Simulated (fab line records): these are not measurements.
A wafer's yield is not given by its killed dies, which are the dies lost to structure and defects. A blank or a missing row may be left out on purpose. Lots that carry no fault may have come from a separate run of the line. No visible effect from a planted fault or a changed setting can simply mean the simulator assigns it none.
fab line records	flow n5-finfet
record lots=7	wafers=39
route steps=1938 shown ZERO_LAYER@11 PMOS_HMC_CHANNEL_EPI@64 SD_EPI_N@288 SD_EPI_P@323
start-h: start of the lot's first displayed wafer, in hours after the record's first day	wait-h: time in hours since the lot's previous step	" same as the row above	L1.1+2: several wafers, shown together as one row	- either no value or no given start	* or withheld: withheld	< > ~ a bound
route shown NAME@n: a module of which the file shows steps, and the number in the route of the first	usual: mean/standard deviation of fault-free wafers	same: alike in all rows	chamber/n: place in a boat	sites: each site's reading	_std_site: their standard deviation	_edge_site: inner sites' mean taken away from outer sites' mean	radius-mm: how far each site lies from the wafer's centre	mask NAME#n: copy n	behind: the tool/chamber that last shaped the wafer	hold: why the lot went on hold/how many hours it stayed there/how the hold came to an end	device: the transistor (n, p or np) that didn't switch	end of line: tests of these same wafers at the route's end	for a step that has no rows: nothing shown but its recipe	killed: at the first sort, the dies lost to defects and structure; wafer yield is something else	map: a wafer's dies, marking killed ones x, the rest . and places with no die _
set.NAME: the setting as run; set.NAME@STEP: as run at that earlier step	model.NAME: the simulator's own value behind a step, which no gauge read
lots whose settings were changed on purpose; a table a step, a row a wafer
## steps
# step N5_ZERO_LAYER_DEVELOP_10
# recipe develop-time-s=60	rinse-liquid=diw	dry=air-spin	dev-temp-c=21
lot.wafer	tool	chamber	start-h	wait-h	set.develop-time-s
L075.1+2+3	litho-track-04	0	-	-	26.05
L075.4+5+6	"	0	"	"	60
L077.1+2+4	litho-track-04	0	-	-	30.8
L077.3+5+6	"	0	"	"	60
L081.1+2+4	litho-track-02	0	-	-	60
L081.3+5+6	"	0	"	"	81.32
L082.1+3+5	litho-track-02	0	-	-	60
L091.1+5+6	litho-track-02	0	-	-	26.91
L091.2+3+4	"	0	"	"	60
L094.1+2+3+4+5+6	litho-track-04	0	-	-	60
L095.1+4+6	litho-track-04	0	-	-	60
L095.2+3+5	"	0	"	"	88.95
# step N5_ZERO_LAYER_HARDBAKE_23
# recipe temp-c=130	time-s=120
# step N5_ZERO_LAYER_CD_MEAS_11
# recipe target-cd-nm=2000	landing-energy-ev=500	detector=se-inlens
# usual cd-nm=2000.3/1.8
lot.wafer	tool	chamber	start-h	wait-h	set.develop-time-s@ZERO_LAYER_DEVELOP_10	cd-nm
L075.1	cd-sem-01	0	18.77	-	26.05	1984.7
L075.2	"	0	"	"	26.05	1982.1
L075.3	"	0	"	"	26.05	1980.6
L075.4	"	0	"	"	60	2002.0
L075.5	"	0	"	"	60	2002.9
L075.6	"	0	"	"	60	2002.1
L077.1	cd-sem-03	0	30.64	-	30.8	1986.3
L077.2	"	0	"	"	30.8	1988.5
L077.3	"	0	"	"	60	1997.2
L077.4	"	0	"	"	30.8	1988.7
L077.5	"	0	"	"	60	1998.9
L077.6	"	0	"	"	60	1998.3
L081.1	cd-sem-03	0	54.65	-	60	1999.9
L081.2	"	0	"	"	60	1999.9
L081.3	"	0	"	"	81.32	2008.6
L081.4	"	0	"	"	60	2001.5
L081.5	"	0	"	"	81.32	2007.2
L081.6	"	0	"	"	81.32	2007.1
L082.1	cd-sem-01	0	60.64	-	60	2000.4
L082.3	"	0	"	"	60	2002.5
L082.5	"	0	"	"	60	1998.1
L091.1	cd-sem-02	0	114.77	-	26.91	1982.9
L091.2	"	0	"	"	60	1999.8
L091.3	"	0	"	"	60	2002.2
L091.4	"	0	"	"	60	2002.0
L091.5	"	0	"	"	26.91	1984.5
L091.6	"	0	"	"	26.91	1984.1
L094.1	cd-sem-02	0	132.77	-	60	2000.8
L094.2	"	0	"	"	60	2001.5
L094.3	"	0	"	"	60	2000.2
L094.4	"	0	"	"	60	1997.0
L094.5	"	0	"	"	60	2002.8
L094.6	"	0	"	"	60	1998.7
L095.1	cd-sem-03	0	138.64	-	60	1997.8
L095.2	"	0	"	"	88.95	2005.8
L095.3	"	0	"	"	88.95	2007.8
L095.4	"	0	"	"	60	1999.2
L095.5	"	0	"	"	88.95	2009.5
L095.6	"	0	"	"	60	1997.5
# step N5_ZERO_LAYER_DESCUM_16
# recipe chemistry=O2	time-s=7.9	source-power-w=50	bias-power-w=20	pressure-mtorr=20	rf-frequency-hz=2.712e+07	temp-c=40	o2-flow-sccm=225
lot.wafer	tool	chamber	start-h	wait-h	set.develop-time-s@ZERO_LAYER_DEVELOP_10	model.ZERO_LAYER.cd-nm
L075.1	rie-diel-01	1	18.81	0.0	26.05	1984
L075.2	"	0	"	"	26.05	1982
L075.3	"	2	"	"	26.05	1981
L075.4+6	"	0,1	"	"	60	2002
L075.5	"	2	"	"	60	2003
L077.1	rie-diel-01	2	30.68	0.0	30.8	1986
L077.2	"	3	"	"	30.8	1988
L077.3	"	0	"	"	60	1997
L077.4	"	2	"	"	30.8	1989
L077.5	"	3	"	"	60	1999
L077.6	"	0	"	"	60	-
L081.1+2	rie-diel-01	0,3	54.69	0.0	60	2000
L081.3	"	1	"	"	81.32	2009
L081.4	"	2	"	"	60	2002
L081.5+6	"	1,2	"	"	81.32	2007
L082.1	rie-diel-01	0	60.68	0.0	60	2000
L082.3	"	2	"	"	60	2003
L082.5	"	2	"	"	60	1998
L091.1	rie-diel-05	2	114.81	0.0	26.91	1983
L091.2	"	3	"	"	60	1999
L091.3+4	"	1,0	"	"	60	2002
L091.5+6	"	0,1	"	"	26.91	1984
L094.1+2	rie-diel-05	1,0	132.80	0.0	60	2001
L094.3	"	2	"	"	60	2000
L094.4	"	3	"	"	60	1997
L094.5	"	2	"	"	60	2002
L094.6	"	3	"	"	60	1999
L095.1+6	rie-diel-05	2,1	138.86	0.2	60	1998
L095.2	"	3	"	"	88.95	2006
L095.3	"	0	"	"	88.95	2008
L095.4	"	1	"	"	60	1999
L095.5	"	0	"	"	88.95	2010
# step N5_PMOS_HMC_CHANNEL_EPI_DEVELOP_08
# recipe develop-time-s=30	developer=TMAH	resist=CAR-ArF-block	dev-temp-c=23	rinse-liquid=diw	dry=air-spin
lot.wafer	tool	chamber	start-h	wait-h	set.develop-time-s
L075.1+4+6	litho-track-05	0	-	-	30
L075.2+3+5	"	0	"	"	23.66
L077.1+2+3+4+5+6	litho-track-05	0	-	-	30
L081.1+2+5	litho-track-03	0	-	-	30
L081.3+4+6	"	0	"	"	12.16
L082.1+3+5	litho-track-02	0	-	-	30
L091.1+2+3+4+5+6	litho-track-03	0	-	-	30
L094.1+2+4	litho-track-03	0	-	-	30
L094.3+5+6	"	0	"	"	46.17
L095.1+2+5	litho-track-02	0	-	-	30
L095.3+4+6	"	0	"	"	18.23
# step N5_PMOS_HMC_CHANNEL_EPI_CD_MEAS_09
# recipe target-cd-nm=237.4	landing-energy-ev=500	detector=se-inlens
# usual cd-nm=238.2/0.86
lot.wafer	tool	chamber	start-h	wait-h	set.develop-time-s@PMOS_HMC_CHANNEL_EPI_DEVELOP_08	cd-nm
L075.1	cd-sem-03	0	23.18	-	30	237.0
L075.2	"	0	"	"	23.66	237.8
L075.3	"	0	"	"	23.66	236.2
L075.4	"	0	"	"	30	237.6
L075.5	"	0	"	"	23.66	237.8
L075.6	"	0	"	"	30	238.3
L077.1	cd-sem-02	0	35.02	-	30	238.1
L077.2	"	0	"	"	30	237.1
L077.3	"	0	"	"	30	237.2
L077.4	"	0	"	"	30	237.1
L077.5	"	0	"	"	30	236.3
L077.6	"	0	"	"	30	237.5
L081.1	cd-sem-03	0	59.37	-	30	239.1
L081.2	"	0	"	"	30	240.7
L081.3	"	0	"	"	12.16	233.5
L081.4	"	0	"	"	12.16	233.6
L081.5	"	0	"	"	30	239.6
L081.6	"	0	"	"	12.16	232.6
L082.1	cd-sem-03	0	65.58	-	30	237.9
L082.3	"	0	"	"	30	238.6
L082.5	"	0	"	"	30	239.0
L091.1	cd-sem-02	0	119.20	-	30	238.9
L091.2	"	0	"	"	30	238.4
L091.3	"	0	"	"	30	239.0
L091.4	"	0	"	"	30	237.9
L091.5	"	0	"	"	30	238.8
L091.6	"	0	"	"	30	237.8
L094.1	cd-sem-02	0	137.24	-	30	238.7
L094.2	"	0	"	"	30	236.5
L094.3	"	0	"	"	46.17	240.3
L094.4	"	0	"	"	30	237.6
L094.5	"	0	"	"	46.17	240.9
L094.6	"	0	"	"	46.17	240.3
L095.1	cd-sem-02	0	144.30	-	30	238.2
L095.2	"	0	"	"	30	238.7
L095.3	"	0	"	"	18.23	235.5
L095.4	"	0	"	"	18.23	235.7
L095.5	"	0	"	"	30	239.7
L095.6	"	0	"	"	18.23	235.7
# step N5_PMOS_HMC_CHANNEL_EPI_DESCUM_14
# recipe chemistry=O2	time-s=7.9	source-power-w=50	bias-power-w=20	pressure-mtorr=20	rf-frequency-hz=2.712e+07	temp-c=40	resist=CAR-ArF-block	o2-flow-sccm=225
lot.wafer	tool	chamber	start-h	wait-h	set.develop-time-s@PMOS_HMC_CHANNEL_EPI_DEVELOP_08	model.PMOS_HMC_CHANNEL_EPI.cd-nm
L075.1	rie-diel-01	1	23.26	0.0	30	236.9
L075.2+5	"	2	"	"	23.66	237.6
L075.3	"	0	"	"	23.66	236.3
L075.4	"	0	"	"	30	237.5
L075.6	"	1	"	"	30	237.9
L077.1	rie-diel-05	0	35.11	0.0	30	238.1
L077.2	"	3	"	"	30	237
L077.3	"	1	"	"	30	237.2
L077.4	"	2	"	"	30	237.4
L077.5	"	1	"	"	30	236.5
L077.6	"	2	"	"	30	237.1
L081.1	rie-diel-01	1	59.70	0.3	30	-
L081.2	"	0	"	"	30	240.5
L081.3+4	"	2,3	"	"	12.16	233.7
L081.5	"	1	"	"	30	239.8
L081.6	"	2	"	"	12.16	232.9
L082.1	rie-diel-05	3	65.67	0.0	30	238.5
L082.3	"	2	"	"	30	238.2
L082.5	"	0	"	"	30	238.8
L091.1+3	rie-diel-05	0,3	119.51	0.2	30	238.9
L091.2	"	1	"	"	30	239
L091.4	"	2	"	"	30	238
L091.5	"	3	"	"	30	239.2
L091.6	"	2	"	"	30	238.1
L094.1	rie-diel-05	0	137.62	0.3	30	238.9
L094.2	"	2	"	"	30	236.5
L094.3	"	3	"	"	46.17	240.3
L094.4	"	1	"	"	30	237.8
L094.5	"	0	"	"	46.17	241.2
L094.6	"	3	"	"	46.17	240.6
L095.1	rie-diel-02	2	144.39	0.0	30	238.3
L095.2	"	0	"	"	30	239
L095.3	"	1	"	"	18.23	235.7
L095.4	"	3	"	"	18.23	235.8
L095.5	"	0	"	"	30	240.1
L095.6	"	1	"	"	18.23	235.9
# step N5_PMOS_HMC_CHANNEL_EPI_ETCH_32
# recipe chemistry=N2/H2	target=BARC	stop-on=SiO2	target-depth-a=858	over-etch-frac=0.3	time-s=50.3	ion-energy-ev=200	mask-material=CAR-ArF-block	pressure-mtorr=30	source-w=840	bias-w=150	n2-flow-sccm=200	h2-flow-sccm=200
lot.wafer	tool	chamber	start-h	wait-h	set.develop-time-s@PMOS_HMC_CHANNEL_EPI_DEVELOP_08	model.PMOS_HMC_CHANNEL_EPI.cd-nm
L075.1	rie-diel-01	1	23.30	0.0	30	239.4
L075.2	"	2	"	"	23.66	239.8
L075.3	"	0	"	"	23.66	238.5
L075.4	"	0	"	"	30	239.5
L075.5	"	2	"	"	23.66	240
L075.6	"	1	"	"	30	240.2
L077.1	rie-diel-05	1	35.15	0.0	30	240.3
L077.2+6	"	2	"	"	30	238.9
L077.3	"	3	"	"	30	240.2
L077.4	"	0	"	"	30	239
L077.5	"	1	"	"	30	238.6
L081.1	rie-diel-01	1	59.74	0.0	30	241.7
L081.2	"	0	"	"	30	242.5
L081.3	"	2	"	"	12.16	235.8
L081.4	"	3	"	"	12.16	236.9
L081.5	"	1	"	"	30	242.6
L081.6	"	2	"	"	12.16	234.9
L082.1+5	rie-diel-05	3,0	65.71	0.0	30	241.4
L082.3	"	2	"	"	30	240.9
L091.1	rie-diel-05	0	119.54	0.0	30	240.9
L091.2	"	1	"	"	30	240.7
L091.3	"	3	"	"	30	241.8
L091.4	"	2	"	"	30	239.4
L091.5	"	3	"	"	30	241.9
L091.6	"	2	"	"	30	240.2
L094.1	rie-diel-05	0	137.65	0.0	30	240.6
L094.2	"	2	"	"	30	238.4
L094.3	"	3	"	"	46.17	243.1
L094.4	"	1	"	"	30	239.9
L094.5	"	0	"	"	46.17	243.3
L094.6	"	3	"	"	46.17	243.4
L095.1	rie-diel-02	2	144.43	0.0	30	240.8
L095.2	"	0	"	"	30	242.5
L095.3	"	1	"	"	18.23	238.7
L095.4	"	3	"	"	18.23	238.4
L095.5	"	0	"	"	30	243.1
L095.6	"	1	"	"	18.23	239.2
# step N5_PMOS_HMC_CHANNEL_EPI_HM_OPEN_15
# recipe chemistry=CHF3/O2	target=SiO2	mask-material=CAR-ArF-block	target-depth-a=406	CHF3_flow_sccm=50	O2_flow_sccm=5	Ar_flow_sccm=200	time-s=20.3	pressure-mtorr=30	source-w=650	bias-w=170	ion-energy-ev=200
lot.wafer	tool	chamber	start-h	wait-h	set.develop-time-s@PMOS_HMC_CHANNEL_EPI_DEVELOP_08	model.PMOS_HMC_CHANNEL_EPI.cd-nm
L075.1	rie-diel-01	1	23.34	0.0	30	239.4
L075.2	"	2	"	"	23.66	239.9
L075.3	"	0	"	"	23.66	238.5
L075.4	"	0	"	"	30	239.5
L075.5	"	2	"	"	23.66	240
L075.6	"	1	"	"	30	240.2
L077.1+3	rie-diel-05	0,3	35.19	0.0	30	240.2
L077.2	"	1	"	"	30	238.8
L077.4+6	"	1,3	"	"	30	238.9
L077.5	"	0	"	"	30	238.6
L081.1	rie-diel-01	1	59.78	0.0	30	241.7
L081.2+5	"	0,1	"	"	30	242.5
L081.3	"	2	"	"	12.16	235.8
L081.4	"	3	"	"	12.16	236.8
L081.6	"	2	"	"	12.16	234.9
L082.1	rie-diel-05	3	65.75	0.0	30	241.4
L082.3	"	2	"	"	30	241
L082.5	"	0	"	"	30	241.3
L091.1	rie-diel-05	0	119.58	0.0	30	240.9
L091.2	"	1	"	"	30	240.6
L091.3	"	3	"	"	30	241.9
L091.4	"	2	"	"	30	239.5
L091.5	"	3	"	"	30	242
L091.6	"	2	"	"	30	240.3
L094.1	rie-diel-05	0	137.69	0.0	30	240.7
L094.2	"	2	"	"	30	238.5
L094.3	"	3	"	"	46.17	243.2
L094.4	"	1	"	"	30	239.9
L094.5	"	0	"	"	46.17	243.4
L094.6	"	3	"	"	46.17	243.5
L095.1	rie-diel-02	2	144.47	0.0	30	240.7
L095.2	"	0	"	"	30	242.4
L095.3	"	1	"	"	18.23	238.7
L095.4	"	3	"	"	18.23	238.6
L095.5	"	0	"	"	30	243
L095.6	"	1	"	"	18.23	239.3
# step N5_SD_EPI_N_EPI_21
# recipe material=Si:P	dopant=P	temp-c=680	pressure-torr=255	time-s=690
lot.wafer	tool	chamber	start-h	wait-h	set.epi-growth-time-s	model.Si-P_of_SD_EPI_N_EPI_21.thk-nm
L075.1+3	epi-rpcvd-01	0	57.64	0.1	690	59.2
L075.2+4	"	0	"	"	494.2	45.6
L075.5	"	0	"	"	494.2	45.8
L075.6	"	0	"	"	690	59.4
L077.1	epi-rpcvd-03	0	67.51	0.1	690	59.6
L077.2	"	0	"	"	1101	83
L077.3	"	0	"	"	1101	83.2
L077.4+5	"	0	"	"	690	59.4
L077.6	"	0	"	"	1101	83.6
L081.1+4	epi-rpcvd-02	0	95.17	0.3	690	59.2
L081.2	"	0	"	"	690	59.4
L081.3+5	"	0	"	"	690	58.8
L081.6	"	0	97.66	2.5	690	59
L082.1+3	epi-rpcvd-01	0	102.67	0.1	690	59
L082.5	"	0	103.79	1.1	690	59.2
L091.1	epi-rpcvd-01	0	153.64	0.1	843.2	68.6
L091.2	"	0	"	"	690	59.4
L091.3	"	0	"	"	843.2	67.2
L091.4	"	0	"	"	690	58
L091.5	"	0	"	"	690	58.2
L091.6	"	0	"	"	843.2	67.4
L094.1	epi-rpcvd-03	0	172.76	0.2	338.7	31.6
L094.2	"	0	"	"	690	59.2
L094.3	"	0	"	"	338.7	32
L094.4	"	0	"	"	690	60
L094.5	"	0	"	"	690	59.8
L094.6	"	0	"	"	338.7	31.8
L095.1	epi-rpcvd-01	0	176.82	0.1	690	57.6
L095.2	"	0	"	"	690	58.6
L095.3+4	"	0	"	"	690	59.4
L095.5	"	0	"	"	690	58.4
L095.6	"	0	"	"	690	58.2
# step N5_SD_EPI_N_EPI_MEAS_23
# recipe mode=xrd
# usual thk-nm=59.2/1.2
lot.wafer	tool	chamber	start-h	wait-h	set.epi-growth-time-s@SD_EPI_N_EPI_21	thk-nm
L075.1	film-metro-02	-	59.37	1.5	690	60.3
L075.2	"	-	"	"	494.2	46.9
L075.3	"	-	"	"	690	58.4
L075.4	"	-	"	"	494.2	45.5
L075.5	"	-	"	"	494.2	46.6
L075.6	"	-	"	"	690	58.3
L077.1	film-metro-02	-	69.24	1.5	690	58.0
L077.2	"	-	"	"	1101	83.1
L077.3	"	-	"	"	1101	85.1
L077.4	"	-	"	"	690	59.4
L077.5	"	-	"	"	690	60.0
L077.6	"	-	"	"	1101	84.2
L081.1	film-metro-02	-	98.19	2.5	690	59.3
L081.2	"	-	"	"	690	59.5
L081.3	"	-	"	"	690	57.3
L081.4	"	-	"	"	690	60.2
L081.5	"	-	"	"	690	59.1
L081.6	"	-	"	"	690	58.8
L082.1	film-metro-01	-	104.40	1.5	690	58.4
L082.3	"	-	"	"	690	58.9
L082.5	"	-	"	"	690	59.7
L091.1	film-metro-02	-	155.36	1.4	843.2	67.5
L091.2	"	-	"	"	690	58.6
L091.3	"	-	"	"	843.2	66.5
L091.4	"	-	"	"	690	59.3
L091.5	"	-	"	"	690	58.6
L091.6	"	-	"	"	843.2	67.4
L094.1	film-metro-01	-	175.04	1.9	338.7	34.0
L094.2	"	-	"	"	690	60.1
L094.3	"	-	"	"	338.7	31.6
L094.4	"	-	"	"	690	59.9
L094.5	"	-	"	"	690	60.4
L094.6	"	-	"	"	338.7	32.6
L095.1	film-metro-02	-	178.53	1.4	690	60.2
L095.2	"	-	"	"	690	60.0
L095.3	"	-	"	"	690	58.6
L095.4	"	-	"	"	690	60.6
L095.5	"	-	"	"	690	59.9
L095.6	"	-	"	"	690	58.1
# step N5_SD_EPI_N_PRECLEAN_24
# recipe chemistry=O3/DIW	time-s=60	temp-c=22	o3-ppm=10
# step N5_SD_EPI_N_SRD_25
# recipe time-s=30	temp-c=23	rinse-liquid=diw	dry=ipa-marangoni
# step N5_SD_EPI_P_HM_STRIP_48
# recipe chemistry=H3PO4	temp-c=160	material=SiNx	target=SiNx	target-depth-a=30	overetch-fraction=0.3
# step N5_SD_EPI_P_SRD_49
# recipe dry=ipa-marangoni	time-s=30	temp-c=23	rinse-liquid=diw
# step N5_SD_EPI_P_PRECLEAN_24
# recipe chemistry=O3/DIW	time-s=45	temp-c=22	o3-ppm=10
lot.wafer	tool	chamber	start-h	wait-h	set.epi-growth-time-s@SD_EPI_N_EPI_21	model.Si-P_of_SD_EPI_N_EPI_21.thk-nm
L075.1+3	wet-bench-02	5,7	64.52	0.0	690	58.4
L075.2+4	"	1,4	"	"	494.2	45
L075.5	"	0	"	"	494.2	45.2
L075.6	"	6	"	"	690	58.6
L077.1	wet-bench-02	3	74.77	0.0	690	58.8
L077.2	"	0	"	"	1101	81.8
L077.3	"	6	"	"	1101	82.2
L077.4+5	"	2,1	"	"	690	58.6
L077.6	"	7	"	"	1101	82.6
L081.1+4	wet-bench-02	2,4	105.07	0.0	690	58.4
L081.2	"	5	"	"	690	58.6
L081.3	"	3	"	"	690	58
L081.5	"	1	"	"	690	57.8
L081.6	"	6	"	"	690	58.2
L082.1	wet-bench-02	2	109.86	0.0	690	58
L082.3+5	"	6,5	"	"	690	58.2
L091.1	wet-bench-03	2	160.13	0.0	843.2	67.6
L091.2	"	0	"	"	690	58.6
L091.3	"	6	"	"	843.2	66.2
L091.4	"	3	"	"	690	57.2
L091.5	"	1	"	"	690	57.4
L091.6	"	7	"	"	843.2	66.4
L094.1	wet-bench-02	3	179.61	0.0	338.7	31.2
L094.2	"	6	"	"	690	58.4
L094.3	"	4	"	"	338.7	31.6
L094.4	"	5	"	"	690	59.2
L094.5	"	2	"	"	690	58.8
L094.6	"	7	"	"	338.7	31.4
L095.1	wet-bench-01	6	183.92	0.0	690	56.8
L095.2	"	7	"	"	690	57.8
L095.3+4	"	2,4	"	"	690	58.6
L095.5	"	5	"	"	690	57.6
L095.6	"	3	"	"	690	57.4
## key
split step=N5_ZERO_LAYER_DEVELOP_10	setting=develop-time-s	stated=60	by=wafer
response step=N5_ZERO_LAYER_CD_MEAS_11	reading=cd-nm	change=+0.271	per=1%	r=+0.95
response step=N5_ZERO_LAYER_DESCUM_16	reading=model.ZERO_LAYER.cd-nm	change=+0.273	per=1%	r=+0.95
split step=N5_PMOS_HMC_CHANNEL_EPI_DEVELOP_08	setting=develop-time-s	stated=30	by=wafer
response step=N5_PMOS_HMC_CHANNEL_EPI_CD_MEAS_09	reading=cd-nm	change=+0.0811	per=1%	r=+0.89
response step=N5_PMOS_HMC_CHANNEL_EPI_DESCUM_14	reading=model.PMOS_HMC_CHANNEL_EPI.cd-nm	change=+0.08	per=1%	r=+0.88
response step=N5_PMOS_HMC_CHANNEL_EPI_ETCH_32	reading=model.PMOS_HMC_CHANNEL_EPI.cd-nm	change=+0.0846	per=1%	r=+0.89
response step=N5_PMOS_HMC_CHANNEL_EPI_HM_OPEN_15	reading=model.PMOS_HMC_CHANNEL_EPI.cd-nm	change=+0.0842	per=1%	r=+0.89
split step=N5_SD_EPI_N_EPI_21	setting=epi-growth-time-s	stated=690	by=wafer
response step=N5_SD_EPI_N_EPI_21	reading=model.Si-P_of_SD_EPI_N_EPI_21.thk-nm	change=+0.461	per=1%	r=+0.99
response step=N5_SD_EPI_N_EPI_MEAS_23	reading=thk-nm	change=*	per=1%	r=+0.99
response step=N5_SD_EPI_P_PRECLEAN_24	reading=model.Si-P_of_SD_EPI_N_EPI_21.thk-nm	change=+0.454	per=1%	r=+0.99
